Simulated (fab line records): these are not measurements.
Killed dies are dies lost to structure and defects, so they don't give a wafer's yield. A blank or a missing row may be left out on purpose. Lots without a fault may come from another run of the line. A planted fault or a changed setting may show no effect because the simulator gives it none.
Chamber matching ; flow n5-finfet ; rie-diel-01 running N5_BEOL_M5_VIA_ETCH_34: 4 sister chambers
The step etches SiCOH lowk in C4F6/O2, target depth 88.3 nm, time 39.2 s. 16 wafers are shown with their chamber, then 8 later ones without.

## WAFERS, EACH WITH ITS CHAMBER
wafer;chamber;showerhead-plenum-p-Torr (Torr);drypump-motor-current-A (A);throttle-valve-pct (%)
L082.1;1;2.99;5.8;20.27
L082.2;0;2.85;6.5;20.55
L082.5;1;2.99;5.8;20.27
L085.3;0;2.84;6.5;20.57
L085.4;3;2.80;5.4;20.49
L085.5;0;2.84;6.5;20.56
L087.1;3;2.80;5.4;20.49
L087.2;1;2.99;5.8;20.29
L087.3;2;2.88;5.7;20.76
L089.1;3;2.80;5.4;20.49
L089.2;2;2.88;5.7;20.76
L089.3;0;2.84;6.5;20.57
L088.1;0;2.84;6.5;20.58
L088.4;2;2.88;5.7;20.76
L088.6;0;2.84;6.5;20.58
L090.3;2;2.88;5.8;20.78

SIGNATURES, as means of the wafers listed above
reading;chamber 0;chamber 1;chamber 2;chamber 3;scatter within a chamber
showerhead-plenum-p-Torr;2.8417;2.9900;2.8800;2.8000;0.00264
drypump-motor-current-A;6.500;5.800;5.725;5.400;0.025
throttle-valve-pct;20.5683;20.2767;20.7650;20.4900;0.0102
Rule: distance of a wafer from a chamber = root of the sum over the readings of ((wafer's reading minus chamber's mean) / reading's scatter) squared. The wafer belongs to the nearest chamber; if the next one is less than 2 further off, it can't be placed. The scatter is the square root of a quotient: the sum, over the shown wafers, of each reading's squared deviation from its chamber's mean, divided by wafers minus chambers.

## WAFERS MISSING THEIR CHAMBER
wafer;showerhead-plenum-p-Torr (Torr);drypump-motor-current-A (A);throttle-valve-pct (%)
L090.4;2.84;6.4;20.58
L090.6;2.84;6.5;20.61
L091.2;2.98;5.8;20.32
L091.4;2.83;6.4;20.61
L091.6;2.88;5.7;20.79
L097.1;2.79;5.4;20.53
L097.2;2.87;5.7;20.79
L097.3;2.83;6.4;20.62

## THE CHAMBER EACH PASSED THROUGH
wafer;from the rows above;in truth
L090.4;0;0
L090.6;0;0
L091.2;1;1
L091.4;0;0
L091.6;2;2
L097.1;3;3
L097.2;2;2
L097.3;0;0
Correctly placed: 8 of 8. Can't be placed from these rows: 0. Wrongly placed: 0.
